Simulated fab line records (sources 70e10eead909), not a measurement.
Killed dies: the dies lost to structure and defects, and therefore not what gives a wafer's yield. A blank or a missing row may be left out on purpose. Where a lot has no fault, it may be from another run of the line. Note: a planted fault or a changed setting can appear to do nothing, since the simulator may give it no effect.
Problem report, 8D (eight disciplines) form, completed by code | flow nand harc | the parts of the form that need people (team, actions taken, sign-off) are left out

== 1. THE ISSUE ==
killed dies at NHARC_END_SORT_01 reads a mean of 677 on 2 wafers of 2 lots; wafers without a fault read 33 with a standard deviation of 11. Relative to the usual mean, that is a shift of +59 standard deviations.
First seen on wafer L645.2, day 22 07:37, on prober-01. The record holds 6 wafers of 2 lots with a number at this step. By rule, "out" or "out of limits" means more than 4 standard deviations away from the usual mean. The rest of the wafers with a number are treated as sound.

== 2. WHAT THIS IS AND IS NOT ==
question                    | is                           | is not
which readings at this step | killed dies, killed at array | killed at other, killed at periphery, killed short
which lots                  | L642, L645                   | -
which wafers of those lots  | L642.2, L645.2               | L642.3, L642.4, L645.3, L645.5
read on which gauges        | prober-01                    | -
when                        | from day 22 07:37            | up to then (0 sound wafers); but 4 sound wafers of L642, L645 came after

== 3. WHAT RULES OUT EACH SUSPECT ==
Counting: a tool at a process step up to the reading stays a suspect if it ran every lot that is out. Sound lots after the first of them don't rule it out here, since some wafers of a struck lot are sound.
- the gauge at NHARC_END_SORT_01 has been ruled out. All the wafers that are out were read on prober-01, but those of them that NHARC_A_STAIRCASE_ETCH_192 has rows for are out there too, on other tools.
- rie diel-12 at NHARC_A_STAIRCASE_ETCH_21 (etches the open film in C4F8/O2, target depth 100 nm, time 40.5 s): kept. It ran every lot that is out, first L645 (day 14 05:56). With no start given for some of its lots, NHARC_A_STAIRCASE_ETCH_21 uses the hours and lot order of NHARC_A_STAIRCASE_STRIP_175.
- rie diel-12 at NHARC_A_STAIRCASE_TRIM_22 (chemistry O2, time 211.2 s): kept. It ran every lot that is out, first L645 (day 14 05:56). With no start given for some of its lots, NHARC_A_STAIRCASE_TRIM_22 uses the hours and lot order of NHARC_A_STAIRCASE_STRIP_175.
- rie diel-12 at NHARC_A_STAIRCASE_ETCH_192 (etches the open film in C4F8/O2, target depth 100 nm, time 40.5 s): kept. It ran every lot that is out, first L645 (day 14 08:02). Its own run length s readings are out on those wafers.
- rie diel-12, NHARC_A_STAIRCASE_ETCH_192: wafers that are out in chamber 0, sound lot-mates in chambers 1, 2, 3.
Still standing after the count: rie diel-12 at NHARC_A_STAIRCASE_ETCH_21, rie diel-12 at NHARC_A_STAIRCASE_TRIM_22, rie diel-12 at NHARC_A_STAIRCASE_ETCH_192.

== 4. THE CAUSE (what the simulator had put in) ==
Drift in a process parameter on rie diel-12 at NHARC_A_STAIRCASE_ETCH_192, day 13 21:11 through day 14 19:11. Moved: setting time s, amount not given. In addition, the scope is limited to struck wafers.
After counting, 3 suspects remain, this tool included.

== 5. THE CHAIN OF EFFECTS, in route order ==
Each row: a reading where the mean over the struck wafers with a number is more than 3 standard deviations away from the usual. Readings are gone through only where the record gives a usual standard deviation; hours: the median, over the lots, of the time from a lot's start at the first step in this table giving one to that lot's start at this step; sigmas: the change measured in usual standard deviations.
hours | step                       | reading         | usual  | on struck wafers | change | sigmas
0     | NHARC_A_STAIRCASE_ETCH_192 | run length s    | 61.8 s | 48.5             | -13.3  | -30
191   | NHARC_END_SORT_01          | killed at array | 29     | 670              | +642   | +58
191   | NHARC_END_SORT_01          | killed dies     | 33     | 677              | +644   | +59
Process steps it contains:
- NHARC_A_STAIRCASE_ETCH_192: etches the open film in C4F8/O2, target depth 100 nm, time 40.5 s.
Readings that are blank on the struck wafers while sound wafers have them: rf fwd power W at NHARC_A_STAIRCASE_ETCH_192.

== 6. HOW IT WOULD HAVE BEEN CAUGHT EARLIER ==
The first out-of-limits reading at a measuring or inspecting step in this record came at day 22 07:37, 202 hours after the fault's start at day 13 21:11.
Tool's own readings at NHARC_A_STAIRCASE_ETCH_192, run length s: out on all struck wafers the step has rows for; an alarm limit on them would have tripped on the first.
The start of NHARC_A_STAIRCASE_ETCH_192 on rie diel-12 came by day 22 07:37 for every one of the lots that are out (2). Holding the tool at that point would not have protected any of them.
